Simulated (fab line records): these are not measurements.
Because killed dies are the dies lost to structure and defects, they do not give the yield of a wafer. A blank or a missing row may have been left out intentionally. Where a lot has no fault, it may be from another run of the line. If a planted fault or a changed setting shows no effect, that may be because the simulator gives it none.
A struck lot beside a sound one :: flow n5Finfet :: 15 steps out of a route of 1938
Sound: these wafers, L181.3, L181.4, L181.5. Struck: wafer L177.4 (left out: L177.3, a lot-mate that was not struck); the cause follows at the end.
Each step with rows lists, per side, the tool, then ch with its chambers, then its first start. Under that, the readings that differ: sound wafers :: struck wafers :: difference of the means :: sigmas: that difference in standard deviations of wafers without a fault.
alike: words and numbers the same on both sides, and readings whose means are apart by under 2 such deviations; not compared: readings that were withheld, readings missing a value for some wafer, numbers with overlapping values and no deviation given by the record, and bounds like >300 which may hide the same value.
The two part at a step that has a row with sigmas, a row that says differs or no value, or rows on one side only. Numbers that have no deviation but don't overlap get no sigmas and don't part them. A reading that every wafer of one side lacks parts them only if that side has two wafers or more.

N5_HKMG_FIN_STRIP_93: strips SOC in N2/H2, time 20 s.
  sound on rieDiel-04 ch 2,3, day 9 06:52; struck on rieDiel-06 ch 3, day 8 01:01
  alike: drypumpMotorCurrentA, oesProductAu, rfVppV, showerheadPlenumPTorr, throttleValvePct
  not compared: rfHoursCounterH
then, 1 step without rows for these wafers: N5_HKMG_FIN_WET_ETCH_76 (etches Al2O3 in dNH4OH, stops on La2O3, target depth 2.25 nm, rinse time 30 s).
N5_HKMG_FIN_STRIP_60: strips in N2/H2, time 360 s.
  sound on plasmaAsher-01 ch 0,1, day 9 07:08; struck on plasmaAsher-01 ch 0, day 8 01:17
  alike: drypumpMotorCurrentA, heaterPowerW
  not compared: rfHoursCounterH
then, 2 steps without rows for these wafers: N5_HKMG_FIN_WET_ETCH_77 (etches La2O3 in dHCl, stops on HfO2, target depth 2 nm); N5_HKMG_FIN_WET_ETCH_78 (etches Al2O3 in dNH4OH, stops on La2O3, target depth 4.5 nm, rinse time 30 s).
N5_HKMG_FIN_ALD_79: deposits TiN, target thk 1.5 nm, pulse time 1 s, purge time 3 s.
  sound on aldMetal-02 ch 0,1, day 9 07:31; struck on aldMetal-01 ch 3, day 8 01:40
  alike: heaterPowerW, precursorPulseHeightRel, susceptorTempC
  not compared: aldCycles
N5_HKMG_FIN_CVD_62: deposits a-Si from Si2H6, target thk 3 nm, time 20.8 s.
  sound on thermalCvdSi-02 ch 0,1,2, day 9 07:52; struck on thermalCvdSi-02 ch 1, day 8 02:01
  alike: heaterPowerW, susceptorTempC
then, 5 steps without rows for these wafers: N5_HKMG_FIN_RTA_80 (time 2 s); N5_HKMG_FIN_PRECLEAN_64 (cleans in dHF, time 30 s); N5_HKMG_FIN_WET_ETCH_65 (etches a-Si in TMAH, stops on TiN, time 49 s, target depth 3 nm); N5_HKMG_FIN_WET_ETCH_81 (etches TiN in SC1, stops on HfO2, time 57 s, target depth 6 nm); N5_HKMG_FIN_WET_ETCH_82 (etches La2O3 in dHCl, stops on HfO2, target depth 2 nm, rinse time 30 s).
N5_HKMG_FIN_ALD_36: deposits TiN, target thk 1 nm, pulse time 1 s, purge time 3 s.
  sound on aldMetal-01 ch 1,3, day 9 08:17; struck on aldMetal-02 ch 0, day 8 02:25
reading: aldCycles
sound: 47 47 47
struck: 26
difference: -21
sigmas: 

reading: model.TiN_of_HKMG_FIN_ALD_36.thkNm (nm)
sound: 1 1 1
struck: 0.6
difference: -0.4
sigmas: 
  alike: heaterPowerW, precursorPulseHeightRel
  not compared: susceptorTempC
N5_HKMG_FIN_THK_MEAS_70: measures by xrf.
  sound: filmMetro-02 at day 9 08:34; struck: filmMetro-01 at day 8 02:42
  alike: HK_THK
N5_PASSIVATION_PROBE_49:
  rows exist in the record for the sound wafers here (prober-02, day 17 12:43), none for the struck ones

== WHERE THEY PART ==
Within this record, at N5_PASSIVATION_PROBE_49 only.

WHY: the cause the simulator had injected
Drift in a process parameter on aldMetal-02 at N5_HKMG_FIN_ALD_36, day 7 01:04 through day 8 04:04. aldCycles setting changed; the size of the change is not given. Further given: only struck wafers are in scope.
